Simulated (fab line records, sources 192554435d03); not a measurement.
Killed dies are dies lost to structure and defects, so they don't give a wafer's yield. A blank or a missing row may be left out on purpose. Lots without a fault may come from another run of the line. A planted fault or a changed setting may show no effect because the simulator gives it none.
Which tool did it? | flow n5_finfet | 20 lots, 60 wafers sampled, at 3 steps of a route of 1938

WHAT THE GAUGES READ, wafer by wafer
N5_BEOL_M1_CD_MEAS_11: target cd 17.05 nm. Usual: cd_nm 16.98 nm, standard deviation 0.27.
lot  | measured     | on        | cd_nm (nm)        | flag
L074 | day 6 10:32  | cd_sem-02 | 17.10 17.06 16.74 |
L076 | day 6 16:41  | cd_sem-01 | 16.97 17.01 17.09 |
L078 | day 7 04:44  | cd_sem-01 | 16.66 16.59 16.52 |
L077 | day 7 13:34  | cd_sem-02 | 16.86 17.19 17.22 |
L079 | day 7 14:17  | cd_sem-01 | 17.04 16.98 16.77 |
L080 | day 7 19:00  | cd_sem-02 | 17.32 16.99 17.01 |
L081 | day 7 22:46  | cd_sem-02 | 17.10 16.75 17.06 |
L082 | day 8 04:23  | cd_sem-02 | 16.88 16.44 16.64 |
L084 | day 8 19:15  | cd_sem-02 | 17.09 17.23 16.98 |
L085 | day 9 00:58  | cd_sem-01 | 17.04 17.24 17.08 |
L087 | day 9 03:34  | cd_sem-01 | 16.78 16.72 16.91 |
L086 | day 9 10:39  | cd_sem-01 | 17.14 16.89 17.15 |
L088 | day 9 16:20  | cd_sem-01 | 17.15 16.79 16.73 |
L091 | day 10 07:12 | cd_sem-02 | 17.33 17.17 16.93 |
L092 | day 10 15:08 | cd_sem-02 | 17.15 17.20 16.92 |
L093 | day 10 18:40 | cd_sem-02 | 16.94 16.72 16.76 |
L095 | day 11 08:08 | cd_sem-02 | 16.98 17.19 16.82 |
L094 | day 11 10:53 | cd_sem-01 | 17.29 17.29 17.49 |
L096 | day 11 16:46 | cd_sem-01 | 17.25 17.48 17.39 |
L097 | day 12 00:46 | cd_sem-02 | 17.19 17.18 17.21 |

WHICH TOOL RAN EACH LOT (tool, then ch and the chambers of the sampled wafers, then the start)
lot  | N5_BEOL_M0_DEP_125              | N5_BEOL_M1_PECVD_72
L074 | pecvd-02 ch 0,1,2, day 6 09:44  | pecvd-02 ch 1,2, day 6 09:58
L076 | pecvd-04 ch 0,1,2, day 6 14:19  | pecvd-02 ch 0,2, day 6 14:33
L078 | pecvd-02 ch 1,2, day 7 02:16    | pecvd-01 ch 1,2, day 7 02:31
L077 | pecvd-04 ch 1,2, day 7 09:14    | pecvd-03 ch 0,1, day 7 09:29
L079 | pecvd-02 ch 0,2, day 7 12:50    | pecvd-01 ch 1,2, day 7 13:04
L080 | pecvd-02 ch 0,1,2, day 7 18:00  | pecvd-03 ch 0,1, day 7 18:15
L081 | pecvd-02 ch 0,2, day 7 21:43    | pecvd-01 ch 1,2, day 7 21:58
L082 | pecvd-03 ch 0,1,2, day 8 02:47  | pecvd-03 ch 0,1,2, day 8 03:01
L084 | pecvd-02 ch 0,1,2, day 8 15:29  | pecvd-03 ch 1,2, day 8 15:43
L085 | pecvd-04 ch 0,1, day 9 00:08    | pecvd-01 ch 1,2, day 9 00:22
L087 | pecvd-04 ch 0,1,2, day 9 02:50  | pecvd-03 ch 0,1, day 9 03:07
L086 | pecvd-03 ch 0,1, day 9 08:12    | pecvd-01 ch 0,1, day 9 08:28
L088 | pecvd-04 ch 0,1, day 9 13:24    | pecvd-02 ch 0,1,2, day 9 13:41
L091 | pecvd-03 ch 0,1,2, day 10 06:23 | pecvd-03 ch 1,2, day 10 06:37
L092 | pecvd-04 ch 0,1, day 10 13:32   | pecvd-03 ch 1,2, day 10 13:47
L093 | pecvd-02 ch 1,2, day 10 17:29   | pecvd-02 ch 0,1, day 10 17:43
L095 | pecvd-04 ch 0,1,2, day 11 06:28 | pecvd-03 ch 0,1, day 11 06:41
L094 | pecvd-03 ch 0,2, day 11 07:31   | pecvd-01 ch 1,2, day 11 07:45
L096 | pecvd-03 ch 0,2, day 11 13:47   | pecvd-03 ch 0,1,2, day 11 14:01
L097 | pecvd-02 ch 0,1, day 11 20:10   | pecvd-02 ch 1,2, day 11 20:24
- N5_BEOL_M0_DEP_125: deposits SiCN from 3MS/NH3, target thk 8 nm, time 14 s.
- N5_BEOL_M1_PECVD_72: deposits SiO2 from TEOS/O2, target thk 16 nm, time 18 s.

WHAT THE TOOLS THEMSELVES READ (means of the sampled wafers that have a number; where no wafer has one, the mark that the record gives instead)
N5_BEOL_M0_DEP_125. Usual: rf_fwd_power_W 199.4 W, standard deviation 0.82; showerhead_plenum_p_Torr 3.661 Torr, standard deviation 0.021; throttle_valve_pct 9.3 %, standard deviation 0.6.
lot  | tool     | rf_fwd_power_W (W) | showerhead_plenum_p_Torr (Torr) | throttle_valve_pct (%) | flag
L074 | pecvd-02 | 198.8              | 3.670                           | 9.4                    |
L076 | pecvd-04 | 199.0              | 3.649                           | 9.8                    |
L078 | pecvd-02 | 199.3              | 3.675                           | 9.3                    |
L077 | pecvd-04 | 198.9              | 3.666                           | 9.6                    |
L079 | pecvd-02 | 198.6              | 3.674                           | 9.2                    |
L080 | pecvd-02 | 199.2              | 3.666                           | 9.4                    |
L081 | pecvd-02 | 199.1              | 3.655                           | 9.3                    |
L082 | pecvd-03 | 199.6              | 3.670                           | 9.1                    |
L084 | pecvd-02 | 198.9              | 3.674                           | 9.4                    |
L085 | pecvd-04 | 199.4              | 3.629                           | 9.3                    |
L087 | pecvd-04 | 199.6              | 3.650                           | 9.8                    |
L086 | pecvd-03 | 200.3              | 3.666                           | 9.4                    |
L088 | pecvd-04 | 200.5              | 3.629                           | 9.2                    |
L091 | pecvd-03 | 199.3              | 3.669                           | 9.0                    |
L092 | pecvd-04 | 199.3              | 3.638                           | 9.2                    |
L093 | pecvd-02 | 198.9              | 3.671                           | 9.4                    |
L095 | pecvd-04 | 199.4              | 3.652                           | 8.8                    |
L094 | pecvd-03 | 199.6              | 3.679                           | 9.3                    |
L096 | pecvd-03 | 199.7              | 3.672                           | 8.9                    |
L097 | pecvd-02 | 199.0              | 3.663                           | 9.4                    |

N5_BEOL_M1_PECVD_72. Usual: heater_power_w 695 W, standard deviation 55; rf_fwd_power_W 444.9 W, standard deviation 2; showerhead_plenum_p_Torr 8.81 Torr, standard deviation 0.039; throttle_valve_pct 22.6 %, standard deviation 1.6.
lot  | tool     | heater_power_w (W) | rf_fwd_power_W (W) | showerhead_plenum_p_Torr (Torr) | throttle_valve_pct (%) | flag
L074 | pecvd-02 | 718                | 443.7              | 8.84                            | 23.2                   |
L076 | pecvd-02 | 741                | 442.9              | 8.77                            | 22.7                   |
L078 | pecvd-01 | 731                | 445.5              | 8.78                            | 21.5                   |
L077 | pecvd-03 | 684                | 445.2              | 8.84                            | 24.1                   |
L079 | pecvd-01 | 791                | 445.9              | 8.80                            | 21.6                   |
L080 | pecvd-03 | 664                | 445.0              | 8.84                            | 24.2                   |
L081 | pecvd-01 | 730                | 446.4              | 8.79                            | 21.6                   |
L082 | pecvd-03 | 661                | 446.2              | 8.81                            | 22.5                   |
L084 | pecvd-03 | 603                | 444.9              | 8.80                            | 21.5                   |
L085 | pecvd-01 | 721                | 447.6              | 8.81                            | 21.6                   |
L087 | pecvd-03 | 678                | 443.8              | 8.81                            | 23.3                   |
L086 | pecvd-01 | 723                | 444.4              | 8.82                            | 23.2                   |
L088 | pecvd-02 | 712                | 441.7              | 8.82                            | 23.1                   |
L091 | pecvd-03 | 696                | 444.9              | 8.79                            | 20.8                   |
L092 | pecvd-03 | 623                | 446.8              | 8.79                            | 21.5                   |
L093 | pecvd-02 | 698                | 441.0              | 8.77                            | 23.1                   |
L095 | pecvd-03 | 685                | 445.7              | 8.82                            | 23.1                   |
L094 | pecvd-01 | 788                | 448.7              | 8.80                            | 21.8                   |
L096 | pecvd-03 | 681                | 444.6              | 8.81                            | 22.5                   |
L097 | pecvd-02 | 657                | 444.1              | 8.85                            | 23.5                   |

THE ANSWER, worked out from the rows above alone
Rule: a lot is off if the mean of its wafers that have a number lies more than 3 standard deviations from the usual mean. A lot without any number at a reading at which 4 lots or more have one is off too. The other lots that the step has rows for count as sound. The gauges are gone through in route order, then the tools' own readings, and for those a lot's mean is taken as printed above. The first step at which some lot is off is used, and at that step the reading that is off furthest; a lot without a number counts as furthest.
No lot is off at any reading shown: from this, nothing can be told.

WHAT THE SIMULATOR HAD PUT IN
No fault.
